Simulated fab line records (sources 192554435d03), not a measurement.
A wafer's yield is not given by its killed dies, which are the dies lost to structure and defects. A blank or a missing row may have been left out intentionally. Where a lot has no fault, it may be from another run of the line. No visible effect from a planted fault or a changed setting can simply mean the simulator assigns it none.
Check for tools in common -- flow n5_finfet -- 27 wafers sampled across 9 lots

## WHAT PROMPTED THE OPENING
At N5_DUMMY_GATE_THK_MEAS_05 the reading thk_nm is flagged on 2 of 9 lots. Fault-free wafers read 72.2 nm, with a standard deviation of 1.1.
Rule: a lot is flagged in two cases, either no wafer of it has a number, or all its wafers with numbers fall more than 4 standard deviations from that mean. The other lots count as sound.

lot,measured,on,"thk_nm (nm), wafer by wafer",flag
L465,day 2 19:17,film_metro-01,72.6 73.0 72.5,
L466,day 2 23:44,film_metro-02,72.1 71.2 71.8,
L467,day 3 06:10,film_metro-01,72.3 70.3 71.4,
L469,day 3 17:21,film_metro-01,72.1 70.3 72.3,
L475,day 5 09:18,film_metro-02,56.1 56.5 56.2,FLAGGED
L477,day 5 19:38,film_metro-01,55.3 54.3 56.4,FLAGGED
L479,day 6 04:36,film_metro-01,72.5 72.5 72.3,
L486,day 8 03:47,film_metro-01,72.5 73.2 72.5,
L488,day 8 11:50,film_metro-02,72.9 73.7 74.2,
The numbers of the flagged lots are 55.8 nm on average: -16.4 nm against the usual, or -15 standard deviations.

## LOT BY LOT: THE TOOL USED
Before the reading, the record contains 2 process steps out of a 1938-step route. In each cell: the tool, then ch and the chambers that the sampled wafers went through, then the start.
lot,flag,N5_STI_FIN_REVEAL_ETCHBACK_08,N5_DUMMY_GATE_CVD_03
L465,,"rie_diel-06 ch 2,3, day 2 11:19","lpcvd-01 ch 1/50,1/54,1/59, day 2 15:18"
L466,,"rie_diel-06 ch 1,2,3, day 2 16:25","lpcvd-01 ch 1/45,1/50,1/59, day 2 19:44"
L467,,"rie_diel-01 ch 0,2,3, day 2 22:16","lpcvd-01 ch 0/65,0/70,0/79, day 3 02:11"
L469,,"rie_diel-06 ch 2,3, day 3 10:08","lpcvd-01 ch 0/70,0/75,0/89, day 3 13:22"
L475,FLAGGED,"rie_diel-06 ch 1,3, day 4 22:49","lpcvd-01 ch 0/45,0/54,0/64, day 5 03:29"
L477,FLAGGED,"rie_diel-05 ch 0,1,2, day 5 12:22","lpcvd-01 ch 1/104,1/114,1/90, day 5 15:38"
L479,,"rie_diel-06 ch 0,1,2, day 5 21:22","lpcvd-02 ch 1/65,1/75,1/79, day 6 00:37"
L486,,"rie_diel-01 ch 0,1,3, day 7 18:21","lpcvd-02 ch 0/70,0/79,0/84, day 7 23:47"
L488,,"rie_diel-05 ch 0,1,3, day 8 04:25","lpcvd-02 ch 1/70,1/75,1/84, day 8 07:52"
What is done by these steps:
- N5_STI_FIN_REVEAL_ETCHBACK_08: etches SiO2 in C4F6/O2, target depth 30.5 nm, time 10.167 s.
- N5_DUMMY_GATE_CVD_03: deposits a-Si from SiH4, target thk 150 nm, time 8042 s.
- N5_DUMMY_GATE_THK_MEAS_05

## FLAGGED AGAINST TOTAL, ONE TOOL AT A TIME (gauges that did the reading follow at the end)
step,tool,lots run,flagged,share of the flagged lots,sound lots run after its first flagged lot
N5_STI_FIN_REVEAL_ETCHBACK_08,rie_diel-01,2,0,none,-
N5_STI_FIN_REVEAL_ETCHBACK_08,rie_diel-05,2,1,some,1 (L488)
N5_STI_FIN_REVEAL_ETCHBACK_08,rie_diel-06,5,1,some,1 (L479)
N5_DUMMY_GATE_CVD_03,lpcvd-01,6,2,all,0
N5_DUMMY_GATE_CVD_03,lpcvd-02,3,0,none,-
N5_DUMMY_GATE_THK_MEAS_05,film_metro-01,6,1,some,"2 (L479,L486)"
N5_DUMMY_GATE_THK_MEAS_05,film_metro-02,3,1,some,1 (L488)

## WHAT THE TABLE PERMITS
In the table, 1 row covers all flagged lots: lpcvd-01 at N5_DUMMY_GATE_CVD_03.
- lpcvd-01 at N5_DUMMY_GATE_CVD_03 ran 6 lots, 2 of them flagged. It ran its last sound lot, L469, at day 3 13:22 and its first flagged lot, L475, at day 5 03:29: a fault with its onset between the two fits.
lpcvd-01 at N5_DUMMY_GATE_CVD_03 is the single tool remaining.

## WHAT WAS PUT IN BY THE SIMULATOR
Site profile drift: lpcvd-01, from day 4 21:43 on, at N5_DUMMY_GATE_CVD_03. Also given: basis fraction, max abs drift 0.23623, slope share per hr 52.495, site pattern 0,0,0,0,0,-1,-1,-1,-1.
Shown lots that were struck: L475, L477. Same finding as the rule above.
